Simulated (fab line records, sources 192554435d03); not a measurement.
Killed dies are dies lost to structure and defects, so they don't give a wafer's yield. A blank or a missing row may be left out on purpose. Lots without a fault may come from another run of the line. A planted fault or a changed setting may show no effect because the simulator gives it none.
Split-lot experiment | flow n5_finfet | 7 lots, 21 wafers read, on a route of 1938 steps

THE SPLIT
At N5_SD_EPI_P_EPI_21 (deposits SiGe:B, time 355 s), the setting temp_c was moved away from the recipe's 550 C on 6 of the 21 wafers read, by -0.5% to +0.7%. The other wafers ran this setting at the recipe's value.

FROM THE SPLIT TO THE READING: what the file shows between them, 7 steps
- N5_SD_EPI_P_HM_STRIP_48: strips SiNx in H3PO4, material SiNx, target depth 3 nm
- N5_SD_EPI_P_SRD_49: time 30 s
- N5_SD_EPI_P_PRECLEAN_24: cleans in O3/DIW, time 45 s
- N5_SD_EPI_P_PRECLEAN_32: cleans in dHF, time 10 s
- N5_SD_EPI_P_PRECLEAN_33: cleans in SC2, time 45 s
- N5_SD_ACTIVATION_RTA_00: time 0 s
- N5_SD_ACTIVATION_LSA_01: time 0.0008 s

THE READING
RS_SD_P, in ohm/sq, at N5_SD_ACTIVATION_RS_MEAS_03 (measures by four-point-probe). Fault-free wafers of this fab line usually give 56.1 ohm/sq, standard deviation 0.93 ohm/sq.

wafer  | tool, chamber at the split | temp_c as run, C | against the recipe | RS_SD_P, ohm/sq | against lot-mates on the recipe
L082.2 | epi_rpcvd-01, 0            | 550              | recipe             | 55.7            | -
L082.3 | epi_rpcvd-01, 0            | 547.5            | -0.5%              | 59.4            | +3.7
L082.5 | epi_rpcvd-01, 0            | 547.5            | -0.5%              | 59.0            | +3.3
L083.4 | epi_rpcvd-04, 0            | 550              | recipe             | 55.6            | -
L083.5 | epi_rpcvd-04, 0            | 550              | recipe             | 55.8            | -
L083.6 | epi_rpcvd-04, 0            | 550              | recipe             | 56.4            | -
L084.2 | epi_rpcvd-02, 0            | 550              | recipe             | 57.3            | -
L084.4 | epi_rpcvd-02, 0            | 550              | recipe             | 57.3            | -
L084.5 | epi_rpcvd-02, 0            | 550              | recipe             | 56.3            | -
L085.2 | epi_rpcvd-02, 0            | 550              | recipe             | 56.1            | -
L085.3 | epi_rpcvd-02, 0            | 550              | recipe             | 55.8            | -
L085.5 | epi_rpcvd-02, 0            | 552.6            | +0.5%              | 53.3            | -2.7
L088.1 | epi_rpcvd-01, 0            | 550              | recipe             | 56.5            | -
L088.2 | epi_rpcvd-01, 0            | 550              | recipe             | 57.4            | -
L088.5 | epi_rpcvd-01, 0            | 550              | recipe             | 57.0            | -
L093.1 | epi_rpcvd-04, 0            | 553.7            | +0.7%              | 51.6            | -5.5
L093.3 | epi_rpcvd-04, 0            | 553.7            | +0.7%              | 52.2            | -4.9
L093.4 | epi_rpcvd-04, 0            | 550              | recipe             | 57.1            | -
L096.1 | epi_rpcvd-02, 0            | 550              | recipe             | 56.0            | -
L096.3 | epi_rpcvd-02, 0            | 550              | recipe             | 56.6            | -
L096.4 | epi_rpcvd-02, 0            | 553.3            | +0.6%              | 52.0            | -4.3

THE FIT
A straight line over all 21 wafers: RS_SD_P changes by -6.68 ohm/sq for each +1% of temp_c; r = -0.96; the points scatter about the line by 0.57 ohm/sq.
The same after taking each lot's own level away (the mean of its wafers on the recipe; 21 wafers): -7.4 ohm/sq for each +1%; r = -0.99; scatter 0.38 ohm/sq.
On that fit, the largest move of temp_c shifts the reading by 5 ohm/sq.
The lots' own levels span 55.70 to 57.10 ohm/sq, that is 1.5 times the standard deviation above.
So the lot-to-lot level changes the slope little: the two slopes agree.
Check: with one of the wafers moved furthest among these (+0.7%) left out of the fit, the line predicts -4.75 ohm/sq for it against its lot-mates. It came out at -5.5 ohm/sq against them.

OTHER SPLITS ON THESE WAFERS
These wafers also went through other splits before the reading. Each is held against what the fit with the lots' levels taken away leaves over:
other split on the same wafers           | wafers away from the commonest value | r with RS_SD_P (lot level and that fit taken away)
N5_PMOS_HMC_CHANNEL_EPI_COAT_03 spin_rpm | 6                                    | +0.00
N5_PMOS_HMC_CHANNEL_EPI_DESCUM_14 time_s | 10                                   | +0.24
N5_SD_EPI_N_EXPOSE_06 dose_mj            | 7                                    | -0.32
N5_SD_EPI_N_ETCH_45 target_depth_a       | 6                                    | -0.05

THE WHOLE CHAIN: every reading that the file lists as answering this split, in the file's order
step                        | what it does                 | reading                                                                           | change (the file's fit)              | r (the file's)
N5_SD_EPI_P_EPI_21          | deposits SiGe:B, time 355 s  | SiGe-B_of_SD_EPI_P_EPI_21.thk_nm (the simulator's own value, which no gauge read) | +7.5 nm for each +1% of the setting  | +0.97
N5_SD_EPI_P_PRECLEAN_24     | cleans in O3/DIW, time 45 s  | SiGe-B_of_SD_EPI_P_EPI_21.thk_nm (the simulator's own value, which no gauge read) | +7.43 nm for each +1% of the setting | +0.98
N5_SD_ACTIVATION_RS_MEAS_03 | measures by four-point-probe | RS_SD_P                                                                           | -7.16 for each +1% of the setting    | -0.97

THE FILE'S OWN FIT
RS_SD_P changes by -7.16 ohm/sq for each +1% of temp_c, r = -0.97.
